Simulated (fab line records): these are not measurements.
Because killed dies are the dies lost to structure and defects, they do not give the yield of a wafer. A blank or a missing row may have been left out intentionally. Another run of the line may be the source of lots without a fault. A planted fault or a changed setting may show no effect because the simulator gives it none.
fab line records :: flow nand-harc
record:
  lots: 7
  wafers: 21
  last-day: 32
route steps=1302 shown P_M2@349 P_BONDPAD@351 END@1302
lots that met no fault: from a run of the same line without faults
start-h: the number of hours between the record's first day and the start of the first shown wafer of the lot :: wait-h: hours elapsed since this lot's preceding step :: " unchanged from the row above :: L1.1+2: a row that stands for several wafers :: - no value present, or no start provided :: * or withheld: withheld :: < > ~ a bound
route shown NAME@n: NAME is a module with steps in the file, n the number in the route of the first one :: usual: mean/standard deviation taken from wafers without a fault :: same: alike in all rows :: chamber/n: place in a boat :: sites: each site's reading :: _std_site: standard deviation across them :: _edge_site: the outer-site mean with the inner-site mean subtracted :: radius-mm: how far each site lies from the wafer's centre :: mask NAME#n: copy n :: behind: tool/chamber where the wafer was last shaped :: hold: what put the lot on hold/how long, in hours/how the hold closed :: device: transistor that didn't switch, given as n, p or np :: end of line: the route-end tests of the same wafers :: a step with no rows: only its recipe :: killed: the dies lost at the first sort to structure and to defects; this is not the yield of the wafer :: map: a wafer's dies, marking killed ones x, the rest . and places with no die _
set.NAME: setting as actually run; set.NAME@STEP: the setting as run at that earlier step :: model.NAME: the simulator's own value behind a step, which no gauge read
certain route steps with their lots: each step a table, each wafer a row
services: when a tool's chamber went out of use (start-h, in hours from the record's first day, below 0 if earlier), for how many hours, and the reason
== steps ==
step: NHARC_P_M2_PRE_CLEAN_32
recipe:
  time-s: 12
  temp-c: 370
  rf-power-w: 300
  gas: NH3
usual:
  heater-power-w: 642/70
lot.wafer: L968.1
tool: pecvd-04
chamber: 1
start-h: 148.10
wait-h: 0.1
heater-power-w: 712

lot.wafer: L968.3
tool: pecvd-04
chamber: 2
start-h: 148.10
wait-h: 0.1
heater-power-w: 770

lot.wafer: L968.6
tool: pecvd-04
chamber: 1
start-h: 148.10
wait-h: 0.1
heater-power-w: 687

lot.wafer: L970.2
tool: pecvd-01
chamber: 0
start-h: 167.69
wait-h: 0.1
heater-power-w: 747

lot.wafer: L970.3
tool: pecvd-01
chamber: 2
start-h: 167.69
wait-h: 0.1
heater-power-w: 579

lot.wafer: L970.6
tool: pecvd-01
chamber: 1
start-h: 167.69
wait-h: 0.1
heater-power-w: 601

lot.wafer: L976.1
tool: pecvd-01
chamber: 1
start-h: 234.57
wait-h: 0.1
heater-power-w: 616

lot.wafer: L976.2
tool: pecvd-01
chamber: 2
start-h: 234.57
wait-h: 0.1
heater-power-w: 550

lot.wafer: L976.5
tool: pecvd-01
chamber: 0
start-h: 234.57
wait-h: 0.1
heater-power-w: 641

lot.wafer: L984.1
tool: pecvd-04
chamber: 2
start-h: 309.18
wait-h: 0.1
heater-power-w: 810

lot.wafer: L984.6
tool: pecvd-04
chamber: 2
start-h: 309.18
wait-h: 0.1
heater-power-w: 788

lot.wafer: L984.4
tool: pecvd-04
chamber: 0
start-h: 309.18
wait-h: 0.1
heater-power-w: 632

lot.wafer: L985.1
tool: pecvd-03
chamber: 0
start-h: 314.68
wait-h: 0.1
heater-power-w: 599

lot.wafer: L985.4
tool: pecvd-03
chamber: 1
start-h: 314.68
wait-h: 0.1
heater-power-w: 670

lot.wafer: L985.6
tool: pecvd-03
chamber: 0
start-h: 314.68
wait-h: 0.1
heater-power-w: 608

lot.wafer: L986.1
tool: pecvd-03
chamber: 0
start-h: 329.86
wait-h: 0.1
heater-power-w: 560

lot.wafer: L986.3
tool: pecvd-03
chamber: 1
start-h: 329.86
wait-h: 0.1
heater-power-w: 565

lot.wafer: L986.6
tool: pecvd-03
chamber: 2
start-h: 329.86
wait-h: 0.1
heater-power-w: 517

lot.wafer: L987.1
tool: pecvd-01
chamber: 0
start-h: 334.96
wait-h: 0.1
heater-power-w: 733

lot.wafer: L987.6
tool: pecvd-01
chamber: 1
start-h: 334.96
wait-h: 0.1
heater-power-w: 643

lot.wafer: L987.4
tool: pecvd-01
chamber: 2
start-h: 334.96
wait-h: 0.1
heater-power-w: 522
step: NHARC_P_M2_DEP_33
recipe:
  target-thk-a: 300
  temp-c: 370
  target-thk-nm: 30
  pressure-torr: 3
  flow-sccm: 200
  rf-w: 450
  material: SiCN
usual:
  heater-power-w: 584/75
lot.wafer: L968.1
tool: pecvd-04
chamber: 1
start-h: 148.21
wait-h: 0.1
heater-power-w: 674

lot.wafer: L968.3
tool: pecvd-04
chamber: 2
start-h: 148.21
wait-h: 0.1
heater-power-w: 713

lot.wafer: L968.6
tool: pecvd-04
chamber: 1
start-h: 148.21
wait-h: 0.1
heater-power-w: 696

lot.wafer: L970.2
tool: pecvd-01
chamber: 0
start-h: 167.77
wait-h: 0.1
heater-power-w: 574

lot.wafer: L970.3
tool: pecvd-01
chamber: 2
start-h: 167.77
wait-h: 0.1
heater-power-w: 512

lot.wafer: L970.6
tool: pecvd-01
chamber: 1
start-h: 167.77
wait-h: 0.1
heater-power-w: 487

lot.wafer: L976.1
tool: pecvd-01
chamber: 1
start-h: 234.65
wait-h: 0.1
heater-power-w: 580

lot.wafer: L976.2
tool: pecvd-01
chamber: 2
start-h: 234.65
wait-h: 0.1
heater-power-w: 542

lot.wafer: L976.5
tool: pecvd-01
chamber: 0
start-h: 234.65
wait-h: 0.1
heater-power-w: 593

lot.wafer: L984.1
tool: pecvd-04
chamber: 2
start-h: 309.26
wait-h: 0.1
heater-power-w: 668

lot.wafer: L984.6
tool: pecvd-04
chamber: 2
start-h: 309.26
wait-h: 0.1
heater-power-w: 679

lot.wafer: L984.4
tool: pecvd-04
chamber: 0
start-h: 309.26
wait-h: 0.1
heater-power-w: 668

lot.wafer: L985.1
tool: pecvd-03
chamber: 0
start-h: 314.82
wait-h: 0.1
heater-power-w: 527

lot.wafer: L985.4
tool: pecvd-03
chamber: 1
start-h: 314.82
wait-h: 0.1
heater-power-w: 587

lot.wafer: L985.6
tool: pecvd-03
chamber: 0
start-h: 314.82
wait-h: 0.1
heater-power-w: 539

lot.wafer: L986.1
tool: pecvd-03
chamber: 0
start-h: 329.94
wait-h: 0.1
heater-power-w: 593

lot.wafer: L986.3
tool: pecvd-03
chamber: 1
start-h: 329.94
wait-h: 0.1
heater-power-w: 634

lot.wafer: L986.6
tool: pecvd-03
chamber: 2
start-h: 329.94
wait-h: 0.1
heater-power-w: 541

lot.wafer: L987.1
tool: pecvd-01
chamber: 0
start-h: 335.09
wait-h: 0.1
heater-power-w: 793

lot.wafer: L987.6
tool: pecvd-01
chamber: 1
start-h: 335.09
wait-h: 0.1
heater-power-w: 519

lot.wafer: L987.4
tool: pecvd-01
chamber: 2
start-h: 335.09
wait-h: 0.1
heater-power-w: 498
step: NHARC_P_BONDPAD_DEP_00
recipe:
  target-thk-a: 2500
  temp-c: 370
  target-thk-nm: 250
  pressure-torr: 3
  flow-sccm: 200
  rf-w: 450
  material: SiCN
usual:
  heater-power-w: 592/79
lot.wafer: L968.3
tool: pecvd-03
chamber: 1
start-h: 148.58
wait-h: -
heater-power-w: 623

lot.wafer: L968.1
tool: pecvd-03
chamber: 0
start-h: 148.58
wait-h: -
heater-power-w: 582

lot.wafer: L968.6
tool: pecvd-03
chamber: 2
start-h: 148.58
wait-h: -
heater-power-w: 486

lot.wafer: L970.3
tool: pecvd-04
chamber: 1
start-h: 168.18
wait-h: -
heater-power-w: 641

lot.wafer: L970.2
tool: pecvd-04
chamber: 0
start-h: 168.18
wait-h: -
heater-power-w: 640

lot.wafer: L970.6
tool: pecvd-04
chamber: 2
start-h: 168.18
wait-h: -
heater-power-w: 675

lot.wafer: L976.2
tool: pecvd-03
chamber: 1
start-h: 235.11
wait-h: -
heater-power-w: 571

lot.wafer: L976.1
tool: pecvd-03
chamber: 2
start-h: 235.11
wait-h: -
heater-power-w: 507

lot.wafer: L976.5
tool: pecvd-03
chamber: 2
start-h: 235.11
wait-h: -
heater-power-w: 514

lot.wafer: L984.1
tool: pecvd-01
chamber: 2
start-h: 309.72
wait-h: -
heater-power-w: 547

lot.wafer: L984.4
tool: pecvd-01
chamber: 1
start-h: 309.72
wait-h: -
heater-power-w: 463

lot.wafer: L984.6
tool: pecvd-01
chamber: 2
start-h: 309.72
wait-h: -
heater-power-w: 561

lot.wafer: L985.1
tool: pecvd-03
chamber: 0
start-h: -
wait-h: -
heater-power-w: 498

lot.wafer: L985.6
tool: pecvd-03
chamber: 0
start-h: -
wait-h: -
heater-power-w: 506

lot.wafer: L985.4
tool: pecvd-03
chamber: 2
start-h: -
wait-h: -
heater-power-w: 448

lot.wafer: L986.1
tool: pecvd-01
chamber: 2
start-h: 330.36
wait-h: -
heater-power-w: 478

lot.wafer: L986.3
tool: pecvd-01
chamber: 1
start-h: 330.36
wait-h: -
heater-power-w: 537

lot.wafer: L986.6
tool: pecvd-01
chamber: 2
start-h: 330.36
wait-h: -
heater-power-w: 488

lot.wafer: L987.1
tool: pecvd-01
chamber: 1
start-h: -
wait-h: -
heater-power-w: 528

lot.wafer: L987.6
tool: pecvd-01
chamber: 1
start-h: -
wait-h: -
heater-power-w: 531

lot.wafer: L987.4
tool: pecvd-01
chamber: 0
start-h: -
wait-h: -
heater-power-w: 649
step: NHARC_P_BONDPAD_CMP_32
recipe:
  target-thk-nm: 200
  material: SiCN
usual:
  motor-current-A: 12.3/1.1
lot.wafer: L968.1
tool: cmp-04
chamber: 2
start-h: 149.00
wait-h: -
motor-current-A: 12.0

lot.wafer: L968.3
tool: cmp-04
chamber: 1
start-h: 149.00
wait-h: -
motor-current-A: 14.3

lot.wafer: L968.6
tool: cmp-04
chamber: 2
start-h: 149.00
wait-h: -
motor-current-A: 13.1

lot.wafer: L970.2
tool: cmp-02
chamber: 1
start-h: 168.62
wait-h: -
motor-current-A: 12.7

lot.wafer: L970.3
tool: cmp-02
chamber: 3
start-h: 168.62
wait-h: -
motor-current-A: 10.8

lot.wafer: L970.6
tool: cmp-02
chamber: 1
start-h: 168.62
wait-h: -
motor-current-A: 12.5

lot.wafer: L976.1
tool: cmp-03
chamber: 2
start-h: 235.47
wait-h: -
motor-current-A: 11.0

lot.wafer: L976.2
tool: cmp-03
chamber: 1
start-h: 235.47
wait-h: -
motor-current-A: 11.5

lot.wafer: L976.5
tool: cmp-03
chamber: 3
start-h: 235.47
wait-h: -
motor-current-A: 13.8

lot.wafer: L984.4
tool: cmp-02
chamber: 0
start-h: 310.11
wait-h: -
motor-current-A: 13.6

lot.wafer: L984.1
tool: cmp-02
chamber: 1
start-h: 310.11
wait-h: -
motor-current-A: 12.3

lot.wafer: L984.6
tool: cmp-02
chamber: 3
start-h: 310.11
wait-h: -
motor-current-A: 11.3

lot.wafer: L985.1
tool: cmp-03
chamber: 1
start-h: 315.56
wait-h: -
motor-current-A: 12.0

lot.wafer: L985.4
tool: cmp-03
chamber: 3
start-h: 315.56
wait-h: -
motor-current-A: 13.2

lot.wafer: L985.6
tool: cmp-03
chamber: 0
start-h: 315.56
wait-h: -
motor-current-A: 13.9

lot.wafer: L986.1
tool: cmp-03
chamber: 2
start-h: 330.82
wait-h: -
motor-current-A: 11.5

lot.wafer: L986.3
tool: cmp-03
chamber: 3
start-h: 330.82
wait-h: -
motor-current-A: 14.1

lot.wafer: L986.6
tool: cmp-03
chamber: 0
start-h: 330.82
wait-h: -
motor-current-A: 14.0

lot.wafer: L987.4
tool: cmp-04
chamber: 0
start-h: 335.81
wait-h: -
motor-current-A: 12.0

lot.wafer: L987.1
tool: cmp-04
chamber: 3
start-h: 335.81
wait-h: -
motor-current-A: 11.7

lot.wafer: L987.6
tool: cmp-04
chamber: 0
start-h: 335.81
wait-h: -
motor-current-A: 11.9
step: NHARC_P_BONDPAD_THK_MEAS_33
recipe:
  thk-meas-gauge: ellipsometry
usual:
  thk-nm: 199.9/1.6
lot.wafer: L968.1
tool: film-metro-02
chamber: -
start-h: 149.24
wait-h: 0.2
thk-nm: 198.0

lot.wafer: L968.3
tool: film-metro-02
chamber: -
start-h: 149.24
wait-h: 0.2
thk-nm: 199.9

lot.wafer: L968.6
tool: film-metro-02
chamber: -
start-h: 149.24
wait-h: 0.2
thk-nm: 198.3

lot.wafer: L970.2
tool: film-metro-02
chamber: -
start-h: 168.85
wait-h: 0.2
thk-nm: 200.6

lot.wafer: L970.3
tool: film-metro-02
chamber: -
start-h: 168.85
wait-h: 0.2
thk-nm: 201.6

lot.wafer: L970.6
tool: film-metro-02
chamber: -
start-h: 168.85
wait-h: 0.2
thk-nm: 199.6

lot.wafer: L976.1
tool: film-metro-02
chamber: -
start-h: 235.72
wait-h: 0.2
thk-nm: 198.3

lot.wafer: L976.2
tool: film-metro-02
chamber: -
start-h: 235.72
wait-h: 0.2
thk-nm: 199.9

lot.wafer: L976.5
tool: film-metro-02
chamber: -
start-h: 235.72
wait-h: 0.2
thk-nm: 199.2

lot.wafer: L984.1
tool: film-metro-01
chamber: -
start-h: 310.34
wait-h: 0.2
thk-nm: 199.1

lot.wafer: L984.4
tool: film-metro-01
chamber: -
start-h: 310.34
wait-h: 0.2
thk-nm: 200.7

lot.wafer: L984.6
tool: film-metro-01
chamber: -
start-h: 310.34
wait-h: 0.2
thk-nm: 200.1

lot.wafer: L985.1
tool: film-metro-02
chamber: -
start-h: 315.78
wait-h: 0.2
thk-nm: 201.4

lot.wafer: L985.4
tool: film-metro-02
chamber: -
start-h: 315.78
wait-h: 0.2
thk-nm: 198.2

lot.wafer: L985.6
tool: film-metro-02
chamber: -
start-h: 315.78
wait-h: 0.2
thk-nm: 196.4

lot.wafer: L986.1
tool: film-metro-01
chamber: -
start-h: 331.02
wait-h: 0.2
thk-nm: 200.9

lot.wafer: L986.3
tool: film-metro-01
chamber: -
start-h: 331.02
wait-h: 0.2
thk-nm: 198.1

lot.wafer: L986.6
tool: film-metro-01
chamber: -
start-h: 331.02
wait-h: 0.2
thk-nm: 198.7

lot.wafer: L987.1
tool: film-metro-01
chamber: -
start-h: 336.06
wait-h: 0.1
thk-nm: 201.6

lot.wafer: L987.4
tool: film-metro-01
chamber: -
start-h: 336.06
wait-h: 0.1
thk-nm: 200.0

lot.wafer: L987.6
tool: film-metro-01
chamber: -
start-h: 336.06
wait-h: 0.1
thk-nm: 200.6
step: NHARC_P_BONDPAD_SRD_34
step: NHARC_P_BONDPAD_DEHYDRATE_01
recipe:
  temp-c: 150
  time-s: 120
step: NHARC_P_BONDPAD_HMDS_02
recipe:
  time-s: 30
step: NHARC_P_BONDPAD_COAT_36
recipe:
  temp-c: 200
  time-s: 65
step: NHARC_P_BONDPAD_COAT_03
recipe:
  spin-rpm: 2000
  resist-thk-nm: 600
step: NHARC_P_BONDPAD_SOFTBAKE_04
recipe:
  temp-c: 125
  time-s: 70
step: NHARC_P_BONDPAD_EBR_05
step: NHARC_P_BONDPAD_EXPOSE_06
recipe:
  na: 0.55
  dose-mj: 37.06
  mask-id: P_BPAD
usual:
  exposure-dose-mJ-cm2: 37.01/0.043
lot.wafer: L968.1
tool: krf-scanner-03
chamber: 0
start-h: 149.65
wait-h: -
mask: P_BPAD#0
exposure-dose-mJ-cm2: 37.03

lot.wafer: L968.3
tool: krf-scanner-03
chamber: 0
start-h: 149.65
wait-h: -
mask: P_BPAD#0
exposure-dose-mJ-cm2: 37.00

lot.wafer: L968.6
tool: krf-scanner-03
chamber: 0
start-h: 149.65
wait-h: -
mask: P_BPAD#0
exposure-dose-mJ-cm2: 36.97

lot.wafer: L970.2
tool: krf-scanner-01
chamber: 0
start-h: 169.27
wait-h: -
mask: P_BPAD#0
exposure-dose-mJ-cm2: 37.08

lot.wafer: L970.3
tool: krf-scanner-01
chamber: 0
start-h: 169.27
wait-h: -
mask: P_BPAD#0
exposure-dose-mJ-cm2: 37.09

lot.wafer: L970.6
tool: krf-scanner-01
chamber: 0
start-h: 169.27
wait-h: -
mask: P_BPAD#0
exposure-dose-mJ-cm2: 37.06

lot.wafer: L976.1
tool: krf-scanner-03
chamber: 0
start-h: 236.15
wait-h: -
mask: P_BPAD#0
exposure-dose-mJ-cm2: 36.99

lot.wafer: L976.2
tool: krf-scanner-03
chamber: 0
start-h: 236.15
wait-h: -
mask: P_BPAD#0
exposure-dose-mJ-cm2: 36.94

lot.wafer: L976.5
tool: krf-scanner-03
chamber: 0
start-h: 236.15
wait-h: -
mask: P_BPAD#0
exposure-dose-mJ-cm2: 36.93

lot.wafer: L984.1
tool: krf-scanner-03
chamber: 0
start-h: 310.62
wait-h: -
mask: P_BPAD#0
exposure-dose-mJ-cm2: 34.79

lot.wafer: L984.4
tool: krf-scanner-03
chamber: 0
start-h: 310.62
wait-h: -
mask: P_BPAD#0
exposure-dose-mJ-cm2: 34.71

lot.wafer: L984.6
tool: krf-scanner-03
chamber: 0
start-h: 310.62
wait-h: -
mask: P_BPAD#0
exposure-dose-mJ-cm2: 34.72

lot.wafer: L985.1
tool: krf-scanner-04
chamber: 0
start-h: 316.20
wait-h: -
mask: P_BPAD#0
exposure-dose-mJ-cm2: 36.99

lot.wafer: L985.4
tool: krf-scanner-04
chamber: 0
start-h: 316.20
wait-h: -
mask: P_BPAD#0
exposure-dose-mJ-cm2: 37.08

lot.wafer: L985.6
tool: krf-scanner-04
chamber: 0
start-h: 316.20
wait-h: -
mask: P_BPAD#0
exposure-dose-mJ-cm2: 37.02

lot.wafer: L986.1
tool: krf-scanner-03
chamber: 0
start-h: 331.44
wait-h: -
mask: P_BPAD#0
exposure-dose-mJ-cm2: 35.18

lot.wafer: L986.3
tool: krf-scanner-03
chamber: 0
start-h: 331.44
wait-h: -
mask: P_BPAD#0
exposure-dose-mJ-cm2: 35.20

lot.wafer: L986.6
tool: krf-scanner-03
chamber: 0
start-h: 331.44
wait-h: -
mask: P_BPAD#0
exposure-dose-mJ-cm2: 35.19

lot.wafer: L987.1
tool: krf-scanner-03
chamber: 0
start-h: 336.35
wait-h: -
mask: P_BPAD#0
exposure-dose-mJ-cm2: 35.54

lot.wafer: L987.4
tool: krf-scanner-03
chamber: 0
start-h: 336.35
wait-h: -
mask: P_BPAD#0
exposure-dose-mJ-cm2: 35.59

lot.wafer: L987.6
tool: krf-scanner-03
chamber: 0
start-h: 336.35
wait-h: -
mask: P_BPAD#0
exposure-dose-mJ-cm2: 35.53
step: NHARC_P_BONDPAD_PEB_07
recipe:
  peb-temp-c: 128
  peb-time-s: 80
step: NHARC_END_SORT_01
recipe:
  temp-c: 25
usual:
  defect-limited-yield: 90.9/2.4
  killed-at-array: 56/17
  killed-at-other: 1.2/1.4
  killed-at-periphery: 4/3.2
  killed-dies: 61/16
  killed-open: 3.6/2.1
  killed-short: 2.7/1.8
same:
  gross-dies: 677
lot.wafer: L968.1
tool: prober-01
chamber: 0
start-h: 570.81
wait-h: 2.5
defect-limited-yield[%]: 95.0
killed-at-array: 33
killed-at-other: 0
killed-at-periphery: 1
killed-dies: 34
killed-open: 4
killed-short: 3

lot.wafer: L968.3
tool: prober-01
chamber: 0
start-h: 572.41
wait-h: 3.1
defect-limited-yield[%]: 92.8
killed-at-array: 45
killed-at-other: 1
killed-at-periphery: 3
killed-dies: 49
killed-open: 2
killed-short: 4

lot.wafer: L968.6
tool: prober-01
chamber: 0
start-h: 574.81
wait-h: 4.0
defect-limited-yield[%]: 92.9
killed-at-array: 43
killed-at-other: 1
killed-at-periphery: 4
killed-dies: 48
killed-open: 6
killed-short: 4

lot.wafer: L970.2
tool: prober-02
chamber: 0
start-h: 594.72
wait-h: 2.8
defect-limited-yield[%]: 92.2
killed-at-array: 45
killed-at-other: 5
killed-at-periphery: 3
killed-dies: 53
killed-open: 3
killed-short: 1

lot.wafer: L970.3
tool: prober-02
chamber: 0
start-h: 595.52
wait-h: 3.1
defect-limited-yield[%]: 91.6
killed-at-array: 50
killed-at-other: 5
killed-at-periphery: 2
killed-dies: 57
killed-open: 4
killed-short: 4

lot.wafer: L970.6
tool: prober-02
chamber: 0
start-h: 597.92
wait-h: 4.0
defect-limited-yield[%]: 91.6
killed-at-array: 50
killed-at-other: 4
killed-at-periphery: 3
killed-dies: 57
killed-open: 4
killed-short: 2

lot.wafer: L984.1
tool: prober-02
chamber: 0
start-h: 737.16
wait-h: 2.5
defect-limited-yield[%]: 91.4
killed-at-array: 51
killed-at-other: 2
killed-at-periphery: 5
killed-dies: 58
killed-open: 7
killed-short: 2

lot.wafer: L984.4
tool: prober-02
chamber: 0
start-h: 739.57
wait-h: 3.4
defect-limited-yield[%]: 91.7
killed-at-array: 52
killed-at-other: 0
killed-at-periphery: 4
killed-dies: 56
killed-open: 4
killed-short: 0

lot.wafer: L984.6
tool: prober-02
chamber: 0
start-h: 741.17
wait-h: 4.0
defect-limited-yield[%]: 91.3
killed-at-array: 53
killed-at-other: 0
killed-at-periphery: 6
killed-dies: 59
killed-open: 7
killed-short: 6

lot.wafer: L985.1
tool: prober-01
chamber: 0
start-h: 738.42
wait-h: 2.5
defect-limited-yield[%]: 86.0
killed-at-array: 86
killed-at-other: 0
killed-at-periphery: 9
killed-dies: 95
killed-open: 4
killed-short: 1

lot.wafer: L985.4
tool: prober-01
chamber: 0
start-h: 740.83
wait-h: 3.4
defect-limited-yield[%]: 89.4
killed-at-array: 65
killed-at-other: 1
killed-at-periphery: 6
killed-dies: 72
killed-open: 3
killed-short: 0

lot.wafer: L985.6
tool: prober-01
chamber: 0
start-h: 742.43
wait-h: 4.0
defect-limited-yield[%]: 89.2
killed-at-array: 68
killed-at-other: 0
killed-at-periphery: 5
killed-dies: 73
killed-open: 3
killed-short: 2

lot.wafer: L986.1
tool: prober-02
chamber: 0
start-h: 764.97
wait-h: 2.5
defect-limited-yield[%]: 94.4
killed-at-array: 36
killed-at-other: 0
killed-at-periphery: 2
killed-dies: 38
killed-open: 2
killed-short: 2

lot.wafer: L986.3
tool: prober-02
chamber: 0
start-h: 766.56
wait-h: 3.1
defect-limited-yield[%]: 96.8
killed-at-array: 21
killed-at-other: 0
killed-at-periphery: 1
killed-dies: 22
killed-open: 1
killed-short: 2

lot.wafer: L986.6
tool: prober-02
chamber: 0
start-h: 768.93
wait-h: 4.0
defect-limited-yield[%]: 94.8
killed-at-array: 31
killed-at-other: 0
killed-at-periphery: 4
killed-dies: 35
killed-open: 3
killed-short: 5
killed by level:class
L968.1 A_CHANNEL_HOLE_D2:chamber-film-flake=22 A_SGD_CUT:chamber-film-flake=2 A_CONTACT:chamber-film-flake=2 P_M0:geometric-particle:open=1 A_SOURCE_PLATE:geometric-particle:open=1 A_CHANNEL_HOLE_D1:geometric-particle:open=1 A_DECK1_JOINT:geometric-particle:short=1 A_WL_FILL:geometric-particle:short=1
L968.3 A_CHANNEL_HOLE_D2:chamber-film-flake=35 A_CONTACT:chamber-film-flake=2 A_DECK1_JOINT:chamber-film-flake=2 P_CONTACT:geometric-particle:open=1 P_M2:geometric-particle:short=1 A_SOURCE_PLATE:geometric-particle:short=1 A_ONON_D1:geometric-particle:short=1 A_CHANNEL_FILL_D1:geometric-particle:open=1
L968.6 A_CHANNEL_HOLE_D2:chamber-film-flake=22 A_CONTACT:chamber-film-flake=8 A_CHANNEL_HOLE_D1:chamber-film-flake=5 A_WL_FILL:geometric-particle:short=2 P_STI:geometric-particle:short=1 P_GATE:geometric-particle:open=1 P_M0:geometric-particle:open=1 A_SOURCE_PLATE:geometric-particle:open=1
L970.2 A_CHANNEL_HOLE_D1:chamber-film-flake=33 A_CHANNEL_HOLE_D2:chamber-film-flake=7 THIN_TSV:chamber-film-flake=5 A_STAIRCASE:chamber-film-flake=3 P_M0:geometric-particle:open=1 P_BONDPAD:geometric-particle:open=1 A_WL_FILL:geometric-particle:short=1 A_BLC:geometric-particle:open=1
L970.3 A_CHANNEL_HOLE_D1:chamber-film-flake=24 A_CHANNEL_HOLE_D2:chamber-film-flake=13 THIN_TSV:chamber-film-flake=4 A_CONTACT:chamber-film-flake=3 A_CHANNEL_FILL_D1:chamber-film-flake=2 P_M0:geometric-particle:short=1 A_ONON_D1:geometric-particle:open=1 A_CHANNEL_FILL_D1:geometric-particle:short=1
L970.6 A_CHANNEL_HOLE_D1:chamber-film-flake=36 A_CHANNEL_HOLE_D2:chamber-film-flake=7 THIN_TSV:chamber-film-flake=4 P_CONTACT:geometric-particle:open=1 P_CONTACT:geometric-particle:short=1 A_ONON_D1:geometric-particle:open=1 A_CHANNEL_HOLE_D1:geometric-particle:open=1 A_BLC:geometric-particle:short=1
L984.1 A_CHANNEL_HOLE_D2:chamber-film-flake=26 A_CHANNEL_HOLE_D1:chamber-film-flake=7 A_SLIT:chamber-film-flake=3 A_BONDPAD:chamber-film-flake=3 A_ONON_D1:geometric-particle:open=2 A_CONTACT:chamber-film-flake=2 THIN_TSV:chamber-film-flake=2 P_GATE:geometric-particle:open=1
L985.1 A_CHANNEL_HOLE_D1:chamber-film-flake=35 A_SLIT:chamber-film-flake=34 A_STAIRCASE:chamber-film-flake=5 P_ZERO_WELL:chamber-film-flake=3 P_BONDPAD:chamber-film-flake=3 A_CONTACT:chamber-film-flake=3 A_WL_FILL:chamber-film-flake=2 A_BONDPAD:chamber-film-flake=2
L984.4 A_CHANNEL_HOLE_D2:chamber-film-flake=21 A_CHANNEL_HOLE_D1:chamber-film-flake=8 A_CONTACT:chamber-film-flake=8 A_SLIT:chamber-film-flake=5 A_ONON_D1:geometric-particle:open=2 P_STI:chamber-film-flake=2 A_DECK1_JOINT:chamber-film-flake=2 A_CHANNEL_HOLE_D1:geometric-particle:open=1
L985.4 A_SLIT:chamber-film-flake=32 A_CHANNEL_HOLE_D1:chamber-film-flake=19 A_STAIRCASE:chamber-film-flake=4 P_BONDPAD:chamber-film-flake=3 A_BONDPAD:chamber-film-flake=3 P_ZERO_WELL:chamber-film-flake=2 A_WL_FILL:chamber-film-flake=2 A_CHANNEL_HOLE_D2:geometric-particle:open=1
L984.6 A_CHANNEL_HOLE_D2:chamber-film-flake=22 A_CHANNEL_HOLE_D1:chamber-film-flake=9 A_SLIT:chamber-film-flake=5 P_STI:chamber-film-flake=3 A_CONTACT:chamber-film-flake=3 A_SOURCE_PLATE:geometric-particle:short=2 A_CONTACT:geometric-particle:open=2 P_ZERO_WELL:chamber-film-flake=2
L985.6 A_CHANNEL_HOLE_D1:chamber-film-flake=26 A_SLIT:chamber-film-flake=25 P_BONDPAD:chamber-film-flake=4 A_STAIRCASE:chamber-film-flake=3 A_WL_FILL:chamber-film-flake=3 A_CONTACT:chamber-film-flake=3 A_BONDPAD:chamber-film-flake=2 A_CHANNEL_HOLE_D1:geometric-particle:short=1
L986.1 A_CHANNEL_HOLE_D1:chamber-film-flake=18 A_SLIT:chamber-film-flake=10 A_CONTACT:chamber-film-flake=2 P_M0:geometric-particle:open=1 A_ONON_D2:geometric-particle:short=1 A_CHANNEL_HOLE_D2:geometric-particle:short=1 A_BLC:geometric-particle:open=1 P_BONDPAD:chamber-film-flake=1
L986.3 A_CHANNEL_HOLE_D1:chamber-film-flake=10 A_CHANNEL_FILL_D2:chamber-film-flake=2 A_SLIT:chamber-film-flake=2 A_SGD_CUT:geometric-particle:short=1 A_WL_FILL:geometric-particle:open=1 A_WL_FILL:geometric-particle:short=1 P_BONDPAD:chamber-film-flake=1 A_CHANNEL_FILL_D1:chamber-film-flake=1
L986.6 A_CHANNEL_HOLE_D1:chamber-film-flake=13 A_SLIT:chamber-film-flake=6 A_CHANNEL_FILL_D2:geometric-particle:open=2 A_CONTACT:chamber-film-flake=2 P_CONTACT:geometric-particle:open=1 A_CHANNEL_FILL_D1:geometric-particle:short=1 A_DECK1_JOINT:geometric-particle:short=1 A_ONON_D2:geometric-particle:short=1
== services ==
tool: pecvd-01
chamber: -
start-h: 130.00
hours: 13.0
kind: pm

tool: pecvd-04
chamber: 1
start-h: 131.08
hours: 9.2
kind: repair

tool: cmp-02
chamber: -
start-h: 134.50
hours: 4.0
kind: pm

tool: cmp-03
chamber: -
start-h: 143.97
hours: 6.7
kind: repair

tool: pecvd-04
chamber: -
start-h: 155.67
hours: 0.7
kind: repair

tool: krf-scanner-03
chamber: -
start-h: 156.21
hours: 1.4
kind: repair

tool: cmp-03
chamber: -
start-h: 162.00
hours: 4.0
kind: pm

tool: pecvd-03
chamber: 0
start-h: 169.76
hours: 4.0
kind: repair

tool: pecvd-03
chamber: -
start-h: 185.19
hours: 13.0
kind: pm

tool: cmp-02
chamber: -
start-h: 186.68
hours: 0.5
kind: repair

tool: cmp-04
chamber: -
start-h: 209.00
hours: 4.0
kind: pm

tool: cmp-03
chamber: -
start-h: 214.00
hours: 3.6
kind: repair

tool: krf-scanner-03
chamber: -
start-h: 224.02
hours: 4.0
kind: pm

tool: pecvd-04
chamber: -
start-h: 226.58
hours: 1.4
kind: repair

tool: cmp-03
chamber: -
start-h: 252.15
hours: 0.5
kind: repair

tool: pecvd-01
chamber: 2
start-h: 252.67
hours: 8.8
kind: repair

tool: cmp-03
chamber: -
start-h: 260.00
hours: 4.0
kind: pm

tool: pecvd-03
chamber: 2
start-h: 266.64
hours: 9.7
kind: repair

tool: pecvd-04
chamber: -
start-h: 269.30
hours: 13.0
kind: pm

tool: cmp-03
chamber: -
start-h: 270.39
hours: 2.6
kind: repair

tool: pecvd-01
chamber: -
start-h: 311.27
hours: 13.0
kind: pm

tool: krf-scanner-03
chamber: -
start-h: 315.14
hours: 1.3
kind: repair

tool: cmp-03
chamber: -
start-h: 331.53
hours: 0.3
kind: repair

tool: krf-scanner-03
chamber: -
start-h: 334.48
hours: 1.3
kind: repair
== key ==
first-sign:
  step: NHARC_P_BONDPAD_EXPOSE_06
  reading: exposure-dose-mJ-cm2
  direction: down
  sigmas: 43
  usual: 37.01
  struck: 35.16
effect none on later readings
met-at NHARC_P_BONDPAD_EXPOSE_06
struck-wafers L984.1,L984.4,L984.6,L986.1,L986.3,L986.6,L987.1,L987.4,L987.6
loop-trim:
  step: NHARC_P_BONDPAD_EXPOSE_06
  setting: dose
  lots: L986,L987
onset-between 236.15 310.62
fault:
  kind: process-parameter-drift
  tool: krf-scanner-03
  chamber: -
  onset-h: 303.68
  steps: NHARC_P_BONDPAD_EXPOSE_06
  channel: dose-mj
  offset: -2.2463
  shape: step
  acts-in: these-recipes-only
  stated: 37.06
loop-trim: a control loop set the setting to another value than it would have without faults
